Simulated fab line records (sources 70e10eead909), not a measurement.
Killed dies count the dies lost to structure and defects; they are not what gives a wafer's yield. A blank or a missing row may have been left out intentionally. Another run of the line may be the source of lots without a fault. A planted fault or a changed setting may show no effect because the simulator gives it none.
Struck lot and sound lot, side by side + flow nand harc + 15 steps out of a route of 1302
Sound: the wafers L968.1, L968.3, L968.5. Struck: wafer L979.2. (L979.1 of the same lot was not struck and is left out.) The cause comes at the end.
Per side, at each step with rows, come the tool, then ch with its chambers, and then its first start. Under that, the readings that differ: sound wafers + struck wafers + difference of the means + sigmas: that difference in standard deviations of wafers without a fault.
alike: words and numbers the same on both sides, and readings whose means are apart by under 2 such deviations; not compared: readings that were withheld, readings missing a value for some wafer, numbers with overlapping values and no deviation given by the record, and bounds like >300 which may hide the same value.
The two part at a step that has a row with sigmas, a row that says differs or no value, or rows on one side only. Non-overlapping numbers with no deviation appear without sigmas and do not part them. Lack of a reading on every wafer of one side parts them only where that side has two or more wafers.

first, 1 step without rows for these wafers: NHARC_A_ONON_D1_DEP_03 (target thk 1000 nm).
NHARC_A_ONON_D1_THK_MEAS_05: measures by ellipsometry.
  struck on film metro-02, day 15 07:26; sound on film metro-01, day 10 21:56
  alike: thk nm
next comes 1 step that has no rows for these wafers: NHARC_A_ONON_D1_DEP_06 (target thickness 1000 nm).
NHARC_A_ONON_D1_THK_MEAS_08: measures by ellipsometry.
  struck on film metro-02, day 15 08:01; sound on film metro-01, day 10 22:31
  alike: thk nm
next comes 1 step that has no rows for these wafers: NHARC_A_ONON_D1_DEP_09 (target thickness 1000 nm).
NHARC_A_ONON_D1_THK_MEAS_11: measures by ellipsometry.
  struck on film metro-01, day 15 08:35; sound on film metro-01, day 10 23:04
  alike: thk nm
next comes 1 step that has no rows for these wafers: NHARC_A_ONON_D1_DEP_12 (target thickness 1000 nm).
NHARC_A_ONON_D1_THK_MEAS_14: measures by ellipsometry.
  struck on film metro-02, day 15 09:10; sound on film metro-02, day 10 23:38
| reading     | sound       | struck | difference | sigmas |
|-------------|-------------|--------|------------|--------|
| thk nm (nm) | 988 989 989 | 1018   | +29        | +3     |
then, 2 steps without rows for these wafers: NHARC_A_ONON_D1_ANNEAL_15 (time 3600 s); NHARC_A_ONON_D1_DEP_16 (target thk 1000 nm).
NHARC_A_ONON_D1_THK_MEAS_18: measures by ellipsometry.
  struck on film metro-01, day 15 16:55; sound on film metro-01, day 11 07:25
  alike: thk nm
NHARC_A_ONON_D1_DEP_19: target thk 1000 nm.
  sound on pecvd onon-02 ch 0, day 11 07:28; struck on pecvd onon-02 ch 0, day 15 16:59
NHARC_A_ONON_D1_THK_MEAS_21: measures by ellipsometry.
  struck on film metro-02, day 15 17:29; sound on film metro-01, day 11 07:58
| reading     | sound       | struck | difference | sigmas |
|-------------|-------------|--------|------------|--------|
| thk nm (nm) | 985 983 983 | 671    | -313       | -26    |
next comes 1 step that has no rows for these wafers: NHARC_A_ONON_D1_DEP_22 (target thickness 1000 nm).
-- record jumps: 16 days between struck wafers' starts before vs after; left off in module A_ONON_D1, resumes in module END, first step shown is number 1302 of the route --
NHARC_END_SORT_01:
  sound on prober-01 ch 0, day 27 21:37; struck on prober-01 ch 0, day 31 18:43
| reading         | sound    | struck | difference | sigmas |
|-----------------|----------|--------|------------|--------|
| killed at array | 29 60 57 | 674    | +625       | +31    |
| killed dies     | 41 64 62 | 677    | +621       | +31    |
  alike: killed at other, killed at periphery, killed open, killed short

WHERE THEY PART
Earliest at NHARC_A_ONON_D1_THK_MEAS_14; latest, in this record, at NHARC_END_SORT_01.

WHY: what the simulator had put in
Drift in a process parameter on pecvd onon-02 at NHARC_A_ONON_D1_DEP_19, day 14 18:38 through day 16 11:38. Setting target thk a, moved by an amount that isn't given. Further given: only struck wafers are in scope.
